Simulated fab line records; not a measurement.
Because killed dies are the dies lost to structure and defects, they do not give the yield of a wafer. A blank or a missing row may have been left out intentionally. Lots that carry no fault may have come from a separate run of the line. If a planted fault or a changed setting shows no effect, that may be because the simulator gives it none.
Matching of chambers + flow nandHarc + NHARC_A_STAIRCASE_DESCUM_219 on rieDiel-03 has 4 sister chambers
The step chemistry O2, time 3 s. 27 wafers are shown with their chamber, then 12 later ones without.

== WAFERS WITH THEIR CHAMBER ==
| wafer  | chamber | drypumpMotorCurrentA (A) | showerheadPlenumPTorr (Torr) | oesProductAu (a.u.) |
|--------|---------|--------------------------|------------------------------|---------------------|
| L075.1 | 0       | 5.1                      | 1.90                         | 1.017               |
| L075.2 | 3       | 6.0                      | 1.90                         | 1.014               |
| L075.3 | 1       | 4.9                      | 1.96                         | 1.005               |
| L076.2 | 1       | 4.9                      | 1.95                         | 0.995               |
| L076.3 | 0       | 5.1                      | 1.90                         | 1.000               |
| L076.6 | 3       | 6.0                      | 1.90                         | 1.006               |
| L078.1 | 2       | 5.2                      | 1.98                         | 1.006               |
| L078.4 | 1       | 4.9                      | 1.95                         | 1.004               |
| L078.6 | 3       | 6.1                      | 1.90                         | 1.015               |
| L082.2 | 0       | 5.1                      | 1.90                         | 1.005               |
| L082.5 | 2       | 5.2                      | 1.97                         | 1.009               |
| L082.6 | 3       | 6.0                      | 1.89                         | 1.015               |
| L081.1 | 1       | 4.9                      | 1.95                         | 0.985               |
| L081.2 | 0       | 5.1                      | 1.90                         | 1.014               |
| L081.4 | 2       | 5.2                      | 1.97                         | 1.007               |
| L089.1 | 1       | 4.9                      | 1.95                         | 1.003               |
| L089.3 | 3       | 6.0                      | 1.89                         | 1.024               |
| L089.4 | 0       | 5.1                      | 1.90                         | 1.007               |
| L088.1 | 1       | 4.9                      | 1.95                         | 1.000               |
| L088.2 | 0       | 5.1                      | 1.90                         | 1.015               |
| L088.4 | 2       | 5.2                      | 1.97                         | 1.015               |
| L090.4 | 2       | 5.2                      | 1.97                         | 1.012               |
| L090.5 | 2       | 5.2                      | 1.97                         | 1.007               |
| L090.6 | 1       | 4.9                      | 1.95                         | 1.004               |
| L092.4 | 1       | 4.9                      | 1.94                         | 1.003               |
| L092.5 | 3       | 6.0                      | 1.89                         | 1.022               |
| L092.6 | 0       | 5.1                      | 1.89                         | 1.011               |

SIGNATURES (averages over the wafers above)
| reading               | chamber 0 | chamber 1 | chamber 2 | chamber 3 | scatter within a chamber |
|-----------------------|-----------|-----------|-----------|-----------|--------------------------|
| drypumpMotorCurrentA  | 5.100     | 4.900     | 5.200     | 6.017     | 0.019                    |
| showerheadPlenumPTorr | 1.8986    | 1.9500    | 1.9717    | 1.8950    | 0.00475                  |
| oesProductAu          | 1.00986   | 0.99987   | 1.00933   | 1.01600   | 0.00596                  |
Rule: a wafer lies at a distance from a chamber equal to the root of the sum of squares, over the readings, of (its reading less the chamber's mean, divided by the reading's scatter). If the next closest chamber is less than 2 further off than the closest, the wafer can't be placed; otherwise it belongs to the closest. The scatter is the square root of a quotient: the sum, over the shown wafers, of each reading's squared deviation from its chamber's mean, divided by wafers minus chambers.

== WAFERS WITHOUT THEIR CHAMBER ==
| wafer  | drypumpMotorCurrentA (A) | showerheadPlenumPTorr (Torr) | oesProductAu (a.u.) |
|--------|--------------------------|------------------------------|---------------------|
| L091.2 | 5.1                      | 1.89                         | 0.998               |
| L091.4 | 6.0                      | 1.89                         | 1.026               |
| L091.5 | 5.1                      | 1.89                         | 1.011               |
| L094.1 | 5.1                      | 1.89                         | 0.999               |
| L094.2 | 6.0                      | 1.89                         | 1.020               |
| L094.3 | 5.2                      | 1.97                         | 1.004               |
| L097.1 | 6.1                      | 1.88                         | 1.014               |
| L097.4 | 4.9                      | 1.94                         | 0.991               |
| L097.5 | 5.2                      | 1.96                         | 1.000               |
| L096.1 | 5.2                      | 1.96                         | 1.002               |
| L096.4 | 5.1                      | 1.89                         | 1.008               |
| L096.6 | 4.9                      | 1.94                         | 1.006               |

== WHICH CHAMBER EACH WENT THROUGH ==
| wafer  | from the rows above | in truth |
|--------|---------------------|----------|
| L091.2 | 0                   | 0        |
| L091.4 | 3                   | 3        |
| L091.5 | 0                   | 0        |
| L094.1 | 0                   | 0        |
| L094.2 | 3                   | 3        |
| L094.3 | 2                   | 2        |
| L097.1 | 3                   | 3        |
| L097.4 | 1                   | 1        |
| L097.5 | 2                   | 2        |
| L096.1 | 2                   | 2        |
| L096.4 | 0                   | 0        |
| L096.6 | 1                   | 1        |
Placed correctly: 12 of 12. Left unplaced by these rows: 0. Placed wrongly: 0.
